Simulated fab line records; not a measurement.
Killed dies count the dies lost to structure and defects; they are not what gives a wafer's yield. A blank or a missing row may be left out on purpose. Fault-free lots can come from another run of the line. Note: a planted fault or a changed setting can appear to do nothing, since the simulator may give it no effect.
The tool behind it: which one? | flow n5 finfet | 72 wafers from 24 lots sampled at 6 of the route's 1938 steps

WHAT THE GAUGES READ, wafer by wafer
N5_BEOL_M7_THK_MEAS_53: measures by xrf.
lot  | measured     | on            | M7_THK (nm)
L076 | day 10 16:19 | film metro-02 | 79.0 79.3 81.3
L074 | day 10 20:55 | film metro-02 | 80.0 81.7 80.7
L075 | day 10 23:35 | film metro-01 | 76.1 81.5 77.5
L077 | day 11 01:05 | film metro-02 | 79.3 76.5 82.0
L078 | day 11 21:55 | film metro-01 | 79.3 78.1 80.3
L080 | day 12 00:00 | film metro-01 | 79.9 81.7 78.6
L079 | day 12 00:52 | film metro-02 | 78.4 79.3 79.5
L081 | day 12 01:23 | film metro-01 | 80.9 80.0 76.5
L082 | day 12 10:17 | film metro-02 | 79.9 77.0 77.4
L083 | day 13 01:26 | film metro-02 | 81.5 78.3 77.9
L084 | day 13 06:22 | film metro-01 | 80.5 79.4 81.2
L086 | day 13 14:52 | film metro-02 | 77.3 77.8 75.7
L087 | day 13 16:13 | film metro-02 | 81.6 81.7 83.6
L085 | day 13 16:53 | film metro-01 | 74.0 76.1 77.6
L089 | day 14 22:04 | film metro-02 | 78.4 76.8 77.6
L091 | day 14 22:21 | film metro-01 | 78.1 80.1 81.1
L090 | day 15 00:20 | film metro-01 | 80.1 77.9 77.4
L088 | day 15 02:07 | film metro-02 | 80.8 79.4 80.2
L092 | day 15 05:28 | film metro-02 | 82.2 77.0 80.4
L094 | day 15 11:04 | film metro-02 | 82.4 82.6 78.9
L093 | day 15 12:22 | film metro-01 | 81.2 77.7 80.5
L095 | day 16 04:00 | film metro-02 | 79.5 76.9 77.8
L096 | day 16 08:41 | film metro-02 | 79.7 80.7 82.4
L097 | day 16 10:38 | film metro-01 | 78.8 79.3 75.9

N5_BEOL_M7_INSPECT_58: inspects for defects (darkfield).
lot  | measured     | on                | raw defect count
L076 | day 10 16:28 | defect inspect-01 | 33 38 34
L074 | day 10 21:04 | defect inspect-02 | 96 50 96
L075 | day 10 23:45 | defect inspect-02 | 55 64 77
L077 | day 11 01:14 | defect inspect-02 | 64 73 61
L078 | day 11 22:04 | defect inspect-02 | 123 93 102
L080 | day 12 00:11 | defect inspect-02 | 68 91 58
L079 | day 12 01:02 | defect inspect-01 | 56 79 57
L081 | day 12 01:33 | defect inspect-02 | 69 76 81
L082 | day 12 10:27 | defect inspect-01 | 117 87 73
L083 | day 13 01:36 | defect inspect-02 | 57 45 68
L084 | day 13 06:31 | defect inspect-01 | 53 41 56
L086 | day 13 15:01 | defect inspect-02 | 59 99 77
L087 | day 13 16:22 | defect inspect-01 | 53 72 71
L085 | day 13 17:03 | defect inspect-01 | 94 48 40
L089 | day 14 22:13 | defect inspect-01 | 63 68 40
L091 | day 14 22:31 | defect inspect-01 | 70 106 71
L090 | day 15 00:30 | defect inspect-01 | 41 66 76
L088 | day 15 02:17 | defect inspect-02 | 75 129 114
L092 | day 15 05:39 | defect inspect-02 | 60 58 74
L094 | day 15 11:14 | defect inspect-01 | 70 58 73
L093 | day 15 12:31 | defect inspect-01 | 47 50 56
L095 | day 16 04:09 | defect inspect-01 | 41 76 42
L096 | day 16 08:51 | defect inspect-01 | 73 79 61
L097 | day 16 10:50 | defect inspect-02 | 56 74 68

N5_BEOL_M9_OVL_MEAS_12.
lot  | measured     | on         | M9_OVL (nm)
L076 | day 11 06:25 | overlay-02 | -0.1 -1.4 -0.7
L074 | day 11 07:10 | overlay-01 | -1.7 -2.6 -2.4
L075 | day 11 12:07 | overlay-02 | -1.5 -1.2 -1.4
L077 | day 11 12:55 | overlay-02 | -1.1 -1.6 -1.2
L078 | day 12 07:19 | overlay-01 | -2.0 -1.0 0.8
L080 | day 12 12:37 | overlay-02 | -1.4 -0.9 -0.8
L079 | day 12 12:19 | overlay-02 | -0.5 0.0 -1.2
L081 | day 12 13:10 | overlay-01 | -0.5 -1.5 -0.2
L082 | day 12 19:34 | overlay-01 | -1.3 -0.8 -1.8
L083 | day 13 14:48 | overlay-01 | -0.7 -0.5 -1.6
L084 | day 13 17:58 | overlay-02 | -1.5 -1.2 -2.6
L086 | day 14 05:59 | overlay-02 | -0.8 -1.2 -1.9
L087 | day 14 06:14 | overlay-01 | -1.0 -1.2 -1.1
L085 | day 14 06:12 | overlay-02 | -0.9 -0.9 -1.0
L089 | day 15 10:16 | overlay-01 | -1.0 -1.4 -1.1
L091 | day 15 10:02 | overlay-02 | -0.6 -2.3 -1.4
L090 | day 15 10:25 | overlay-02 | -1.7 -1.7 -0.5
L088 | day 15 15:17 | overlay-02 | -1.8 -1.6 -1.3
L092 | day 15 15:47 | overlay-02 | -1.2 -0.6 -1.1
L094 | day 16 01:11 | overlay-01 | 0.4 -0.7 0.0
L093 | day 16 01:33 | overlay-01 | -0.3 -0.4 -1.0
L095 | day 16 12:50 | overlay-01 | 0.3 -0.3 0.8
L096 | day 16 20:11 | overlay-01 | -1.4 -0.6 -1.8
L097 | day 16 20:13 | overlay-02 | -1.3 -1.9 -1.8

WHICH TOOL RAN EACH LOT (tool, then ch and the chambers of the sampled wafers, then the start)
lot  | N5_BEOL_M8_CURE_74            | N5_BEOL_M8_PECVD_70             | N5_BEOL_M8_DEGAS_44
L076 | uv cure-03 ch 2, day 10 16:39 | pecvd-01 ch 0,1, day 10 17:07   | pvd sputter-01, day 10 22:55
L074 | uv cure-01 ch 1, day 10 21:10 | pecvd-01 ch 1,2, day 10 21:43   | pvd sputter-03, day 11 01:14
L075 | uv cure-02 ch 1, day 10 23:51 | pecvd-04 ch 0,2, day 11 00:53   | pvd sputter-03, day 11 07:23
L077 | uv cure-01 ch 1, day 11 01:47 | pecvd-01 ch 1,2, day 11 02:15   | pvd sputter-03, day 11 08:59
L078 | uv cure-03 ch 2, day 11 22:10 | pecvd-03 ch 0,1, day 11 22:43   | pvd sputter-01, day 12 03:21
L080 | uv cure-02 ch 0, day 12 00:17 | pecvd-04 ch 1,2, day 12 00:50   | pvd sputter-01, day 12 08:28
L079 | uv cure-03 ch 1, day 12 01:13 | pecvd-04 ch 0,2, day 12 01:41   | pvd sputter-01, day 12 08:19
L081 | uv cure-02 ch 2, day 12 01:39 | pecvd-04 ch 0,1,2, day 12 02:12 | pvd sputter-03, day 12 09:01
L082 | uv cure-02 ch 0, day 12 10:51 | pecvd-03 ch 0,2, day 12 11:24   | pvd sputter-02, day 12 15:31
L083 | uv cure-03 ch 0, day 13 01:42 | pecvd-04 ch 0,1,2, day 13 02:44 | pvd sputter-03, day 13 08:31
L084 | uv cure-02 ch 1, day 13 06:47 | pecvd-04 ch 0,1, day 13 07:10   | pvd sputter-03, day 13 11:27
L086 | uv cure-02 ch 0, day 13 15:07 | pecvd-03 ch 1,2, day 13 15:40   | pvd sputter-01, day 14 00:41
L087 | uv cure-01 ch 2, day 13 16:29 | pecvd-01 ch 0,1,2, day 13 17:31 | pvd sputter-02, day 14 01:37
L085 | uv cure-02 ch 0, day 13 17:36 | pecvd-01 ch 0,1,2, day 13 17:59 | pvd sputter-01, day 14 00:51
L089 | uv cure-03 ch 0, day 14 22:24 | pecvd-01 ch 1,2, day 14 22:52   | pvd sputter-03, day 15 05:07
L091 | uv cure-02 ch 0, day 14 22:37 | pecvd-04 ch 0,1,2, day 14 23:10 | pvd sputter-03, day 15 04:41
L090 | uv cure-03 ch 1, day 15 00:36 | pecvd-01 ch 0,1,2, day 15 01:09 | pvd sputter-03, day 15 05:11
L088 | uv cure-02 ch 0, day 15 02:32 | pecvd-04 ch 1,2, day 15 02:56   | pvd sputter-03, day 15 07:52
L092 | uv cure-03 ch 2, day 15 05:50 | pecvd-04 ch 1,2, day 15 06:18   | pvd sputter-01, day 15 10:20
L094 | uv cure-03 ch 2, day 15 11:29 | pecvd-03 ch 0,1,2, day 15 11:53 | pvd sputter-02, day 15 20:24
L093 | uv cure-02 ch 0, day 15 12:37 | pecvd-03 ch 0,2, day 15 13:10   | pvd sputter-01, day 15 21:02
L095 | uv cure-02 ch 0, day 16 04:20 | pecvd-03 ch 0,2, day 16 04:48   | pvd sputter-01, day 16 09:53
L096 | uv cure-03 ch 2, day 16 09:08 | pecvd-04 ch 0,1, day 16 09:32   | pvd sputter-01, day 16 14:29
L097 | uv cure-02 ch 0, day 16 10:56 | pecvd-01 ch 1,2, day 16 11:29   | pvd sputter-02, day 16 15:32
- N5_BEOL_M8_CURE_74: cures SiCOH lowk, time 240 s.
- N5_BEOL_M8_PECVD_70: deposits SiO2 from TEOS/O2, target thk 20 nm, time 22.7 s.
- N5_BEOL_M8_DEGAS_44: time 60 s.

WHAT THE TOOLS THEMSELVES READ (means of the sampled wafers that have a number; where no wafer has one, the mark that the record gives instead)
N5_BEOL_M8_CURE_74.
lot  | tool       | lamp power pct (%) | wafer_temp_C_max
L076 | uv cure-03 | 52.32              | 387.5
L074 | uv cure-01 | 52.31              | 387.0
L075 | uv cure-02 | 52.30              | 387.2
L077 | uv cure-01 | 52.28              | 386.9
L078 | uv cure-03 | 52.27              | 387.5
L080 | uv cure-02 | 52.39              | 387.5
L079 | uv cure-03 | 52.33              | 386.9
L081 | uv cure-02 | 52.35              | 387.1
L082 | uv cure-02 | 52.29              | 387.3
L083 | uv cure-03 | 52.36              | 385.7
L084 | uv cure-02 | 52.35              | 387.4
L086 | uv cure-02 | 52.31              | 387.8
L087 | uv cure-01 | 52.31              | 386.1
L085 | uv cure-02 | 52.26              | 386.7
L089 | uv cure-03 | 52.30              | 385.9
L091 | uv cure-02 | 52.29              | 387.9
L090 | uv cure-03 | 52.27              | 386.8
L088 | uv cure-02 | 52.38              | 387.1
L092 | uv cure-03 | 52.32              | 387.0
L094 | uv cure-03 | 52.25              | 387.4
L093 | uv cure-02 | 52.27              | 387.3
L095 | uv cure-02 | 52.28              | 387.4
L096 | uv cure-03 | 52.34              | 387.0
L097 | uv cure-02 | 52.31              | 387.4

N5_BEOL_M8_PECVD_70.
lot  | tool     | heater power w (W) | showerhead plenum p Torr (Torr) | throttle valve pct (%)
L076 | pecvd-01 | 692                | 8.88                            | 22.1
L074 | pecvd-01 | 727                | 8.83                            | 22.1
L075 | pecvd-04 | 651                | 8.82                            | 21.2
L077 | pecvd-01 | 834                | 8.79                            | 21.9
L078 | pecvd-03 | 823                | 8.85                            | 24.7
L080 | pecvd-04 | 643                | 8.76                            | 23.1
L079 | pecvd-04 | 688                | 8.83                            | 21.3
L081 | pecvd-04 | 664                | 8.79                            | 22.1
L082 | pecvd-03 | 800                | 8.78                            | 24.8
L083 | pecvd-04 | 715                | 8.78                            | 22.1
L084 | pecvd-04 | 700                | 8.76                            | 22.0
L086 | pecvd-03 | 838                | 8.91                            | 22.4
L087 | pecvd-01 | 795                | 8.84                            | 21.8
L085 | pecvd-01 | 745                | 8.83                            | 21.7
L089 | pecvd-01 | 812                | 8.79                            | 21.8
L091 | pecvd-04 | 677                | 8.79                            | 22.2
L090 | pecvd-01 | 791                | 8.85                            | 21.8
L088 | pecvd-04 | 606                | 8.82                            | 22.3
L092 | pecvd-04 | 655                | 8.77                            | 23.2
L094 | pecvd-03 | 745                | 8.85                            | 23.7
L093 | pecvd-03 | 859                | 8.80                            | 24.9
L095 | pecvd-03 | 860                | 8.79                            | 25.0
L096 | pecvd-04 | 663                | 8.76                            | 22.4
L097 | pecvd-01 | 776                | 8.84                            | 22.3

N5_BEOL_M8_DEGAS_44.
lot  | tool           | heater power w (W)
L076 | pvd sputter-01 | 328
L074 | pvd sputter-03 | 351
L075 | pvd sputter-03 | 352
L077 | pvd sputter-03 | 339
L078 | pvd sputter-01 | 338
L080 | pvd sputter-01 | 330
L079 | pvd sputter-01 | 338
L081 | pvd sputter-03 | 318
L082 | pvd sputter-02 | 342
L083 | pvd sputter-03 | 356
L084 | pvd sputter-03 | 343
L086 | pvd sputter-01 | 326
L087 | pvd sputter-02 | 360
L085 | pvd sputter-01 | 338
L089 | pvd sputter-03 | 368
L091 | pvd sputter-03 | 348
L090 | pvd sputter-03 | 351
L088 | pvd sputter-03 | 360
L092 | pvd sputter-01 | 335
L094 | pvd sputter-02 | 337
L093 | pvd sputter-01 | 341
L095 | pvd sputter-01 | 339
L096 | pvd sputter-01 | 326
L097 | pvd sputter-02 | 349

THE ANSWER, worked out from the rows above alone
Rule: the lots themselves supply what counts as usual. Put in order of their means at a reading, lots are off if they are a third of the lots or fewer, leave a main group of 4 or more, and stand apart from it by a gap of 3 or more times the standard deviation of the main group's means; of several such gaps the widest counts. A main group is skipped when, at the precision printed for the reading in the tables above, its means are all equal. Also off: a lot with no number at a reading for which 4 or more lots have one. Where the step has rows for the other lots, those lots are counted as sound. After the gauges, taken in route order, come the tools' own readings; for these a lot's mean is taken, as printed above. At the first step where some lot is off, the reading lying furthest off is the one used; lots without a number count as furthest.
None of the lots is off at any reading shown; this tells nothing.

WHAT HAD BEEN PUT IN BY THE SIMULATOR
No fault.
